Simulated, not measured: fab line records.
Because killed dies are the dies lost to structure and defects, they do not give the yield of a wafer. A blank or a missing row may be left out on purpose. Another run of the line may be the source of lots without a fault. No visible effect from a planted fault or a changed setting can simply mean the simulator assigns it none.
Chamber matching / flow n5_finfet / 3 sister chambers for N5_BEOL_M5_ILD_DEP_00 on pecvd-04
The step deposits SiCOH lowk from DEMS/porogen, target thk 140.64 nm, time 25.9 s. 3 wafers are shown with their chamber, then 10 later ones without.

== WAFERS, EACH WITH ITS CHAMBER ==
wafer=L083.5; chamber=2; throttle_valve_pct (%)=13.6
wafer=L087.1; chamber=1; throttle_valve_pct (%)=14.6
wafer=L087.2; chamber=0; throttle_valve_pct (%)=15.5

== WAFERS WHOSE CHAMBER IS MISSING ==
wafer=L087.3; throttle_valve_pct (%)=13.5
wafer=L089.1; throttle_valve_pct (%)=15.5
wafer=L089.2; throttle_valve_pct (%)=14.5
wafer=L089.3; throttle_valve_pct (%)=13.7
wafer=L094.2; throttle_valve_pct (%)=14.0
wafer=L094.3; throttle_valve_pct (%)=14.3
wafer=L094.6; throttle_valve_pct (%)=14.4
wafer=L096.1; throttle_valve_pct (%)=13.5
wafer=L096.3; throttle_valve_pct (%)=15.7
wafer=L096.5; throttle_valve_pct (%)=14.5

== WHICH CHAMBER EACH ONE RAN IN ==
wafer=L087.3; from the rows above=2; in truth=2
wafer=L089.1; from the rows above=0; in truth=0
wafer=L089.2; from the rows above=1; in truth=1
wafer=L089.3; from the rows above=2; in truth=2
wafer=L094.2; from the rows above=can't be placed: 2 or 1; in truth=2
wafer=L094.3; from the rows above=1; in truth=1
wafer=L094.6; from the rows above=1; in truth=1
wafer=L096.1; from the rows above=2; in truth=2
wafer=L096.3; from the rows above=0; in truth=0
wafer=L096.5; from the rows above=1; in truth=1
Correctly placed: 9 of 10. Not placeable from these rows: 1 (in 1, the candidates include the true chamber). 0 placed wrongly.
How it was worked out, from the rows above alone: a wafer's distance from a chamber is the root of the sum, over the readings, of the square of ((its reading less the chamber's mean) divided by the reading's scatter). If the next closest chamber is less than 2 further off than the closest, the wafer can't be placed; otherwise it belongs to the closest. Each chamber's mean is taken over the wafers shown for it. The scatter (one wafer shown for each chamber): square how far every hidden wafer sits from the nearest shown wafer, average those squares and take the square root.
